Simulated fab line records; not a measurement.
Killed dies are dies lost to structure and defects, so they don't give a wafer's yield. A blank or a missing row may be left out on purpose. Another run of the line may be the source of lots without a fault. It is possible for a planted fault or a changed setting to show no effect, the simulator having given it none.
Chamber matching / flow n5_finfet / 4 sister chambers for N5_BEOL_M6_ETCH_65 on rie_diel-06
The step etches SiARC in CF4, target depth 15.6 nm, time 26 s. 8 wafers are shown with their chamber, then 10 later ones without.

== WAFERS PAIRED WITH THEIR CHAMBERS ==
wafer=L081.5; chamber=0; throttle_valve_pct (%)=15.53; drypump_motor_current_A (A)=5.8
wafer=L087.3; chamber=2; throttle_valve_pct (%)=15.17; drypump_motor_current_A (A)=5.9
wafer=L087.5; chamber=3; throttle_valve_pct (%)=15.75; drypump_motor_current_A (A)=6.2
wafer=L090.3; chamber=0; throttle_valve_pct (%)=15.54; drypump_motor_current_A (A)=5.8
wafer=L090.5; chamber=1; throttle_valve_pct (%)=15.86; drypump_motor_current_A (A)=6.0
wafer=L090.6; chamber=2; throttle_valve_pct (%)=15.22; drypump_motor_current_A (A)=5.9
wafer=L093.1; chamber=1; throttle_valve_pct (%)=15.88; drypump_motor_current_A (A)=6.0
wafer=L093.3; chamber=3; throttle_valve_pct (%)=15.78; drypump_motor_current_A (A)=6.1

== WAFERS MISSING THEIR CHAMBER ==
wafer=L093.6; throttle_valve_pct (%)=15.80; drypump_motor_current_A (A)=6.2
wafer=L094.2; throttle_valve_pct (%)=15.89; drypump_motor_current_A (A)=6.0
wafer=L094.3; throttle_valve_pct (%)=15.24; drypump_motor_current_A (A)=5.9
wafer=L094.5; throttle_valve_pct (%)=15.56; drypump_motor_current_A (A)=5.8
wafer=L097.1; throttle_valve_pct (%)=15.89; drypump_motor_current_A (A)=6.0
wafer=L097.2; throttle_valve_pct (%)=15.56; drypump_motor_current_A (A)=5.8
wafer=L097.3; throttle_valve_pct (%)=15.24; drypump_motor_current_A (A)=5.9
wafer=L096.3; throttle_valve_pct (%)=15.60; drypump_motor_current_A (A)=5.8
wafer=L096.4; throttle_valve_pct (%)=15.90; drypump_motor_current_A (A)=5.9
wafer=L096.5; throttle_valve_pct (%)=15.82; drypump_motor_current_A (A)=6.2

== THE CHAMBER EACH PASSED THROUGH ==
wafer=L093.6; from the rows above=3; in truth=3
wafer=L094.2; from the rows above=1; in truth=1
wafer=L094.3; from the rows above=2; in truth=2
wafer=L094.5; from the rows above=0; in truth=0
wafer=L097.1; from the rows above=1; in truth=1
wafer=L097.2; from the rows above=0; in truth=0
wafer=L097.3; from the rows above=2; in truth=2
wafer=L096.3; from the rows above=0; in truth=0
wafer=L096.4; from the rows above=1; in truth=1
wafer=L096.5; from the rows above=3; in truth=3
10 of 10 placed correctly. Left unplaced by these rows: 0. Placed wrongly: 0.
How it was worked out, from the rows above alone: a wafer's distance from a chamber is the root of the sum, over the readings, of the square of ((its reading less the chamber's mean) divided by the reading's scatter). If the next closest chamber is less than 2 further off than the closest, the wafer can't be placed; otherwise it belongs to the closest. Each chamber's mean is taken over the wafers shown for it. The scatter: take each reading less its chamber's mean, square it, sum over the shown wafers, divide by the number of wafers less the number of chambers, and take the root.
